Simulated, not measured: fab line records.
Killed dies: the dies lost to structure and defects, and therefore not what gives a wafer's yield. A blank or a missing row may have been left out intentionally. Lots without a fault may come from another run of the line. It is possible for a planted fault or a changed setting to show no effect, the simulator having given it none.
Matching of chambers    flow n5-finfet    N5_FIN_CUT_DESCUM_13 on rie-diel-04 has 4 sister chambers
The step chemistry O2, time 7 s. 18 wafers are shown with their chamber, then 9 later ones without.

== EACH WAFER AND ITS CHAMBER ==
wafer   chamber  drypump-motor-current-A (A)  showerhead-plenum-p-Torr (Torr)  throttle-valve-pct (%)
L075.3  0        5.4                          2.19                             20.29
L075.4  1        4.7                          2.20                             20.23
L075.5  1        4.7                          2.20                             20.24
L076.3  1        4.7                          2.20                             20.22
L076.4  3        6.7                          2.06                             20.27
L076.6  1        4.7                          2.20                             20.22
L081.2  2        6.5                          2.08                             20.64
L081.4  3        6.8                          2.05                             20.28
L081.6  2        6.5                          2.08                             20.64
L084.3  1        4.7                          2.19                             20.25
L084.5  2        6.5                          2.08                             20.64
L084.6  3        6.7                          2.05                             20.28
L086.1  3        6.8                          2.05                             20.29
L086.3  1        4.7                          2.19                             20.26
L086.5  1        4.7                          2.19                             20.24
L087.3  2        6.5                          2.08                             20.66
L087.4  0        5.4                          2.18                             20.33
L087.6  1        4.7                          2.19                             20.26

SIGNATURES, as means of the wafers listed above
reading                   chamber 0  chamber 1  chamber 2  chamber 3  scatter within a chamber
drypump-motor-current-A   5.400      4.700      6.500      6.750      0.0267
showerhead-plenum-p-Torr  2.1850     2.1950     2.0800     2.0525     0.00482
throttle-valve-pct        20.3100    20.2400    20.6450    20.2800    0.0149
Rule: distance of a wafer from a chamber = root of the sum over the readings of ((wafer's reading minus chamber's mean) / reading's scatter) squared. If the next closest chamber is less than 2 further off than the closest, the wafer can't be placed; otherwise it belongs to the closest. The scatter is the square root of a quotient: the sum, over the shown wafers, of each reading's squared deviation from its chamber's mean, divided by wafers minus chambers.

== WAFERS WHOSE CHAMBER IS MISSING ==
wafer   drypump-motor-current-A (A)  showerhead-plenum-p-Torr (Torr)  throttle-valve-pct (%)
L090.1  4.7                          2.19                             20.29
L090.3  5.4                          2.18                             20.34
L090.5  4.7                          2.19                             20.29
L091.1  5.4                          2.18                             20.32
L091.2  6.8                          2.05                             20.31
L091.3  4.7                          2.19                             20.27
L094.1  6.5                          2.07                             20.20
L094.4  6.8                          2.05                             20.31
L094.6  5.4                          2.17                             20.34

== EACH ONE'S CHAMBER ==
wafer    from the rows above   in truth
L090.1   1                     1
L090.3   0                     0
L090.5   1                     1
L091.1   0                     0
L091.2   3                     3
L091.3   1                     1
L094.1   3                     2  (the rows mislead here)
L094.4   3                     3
L094.6   0                     0
8 of 9 placed correctly. Number that these rows cannot place: 0. 1 placed wrongly.
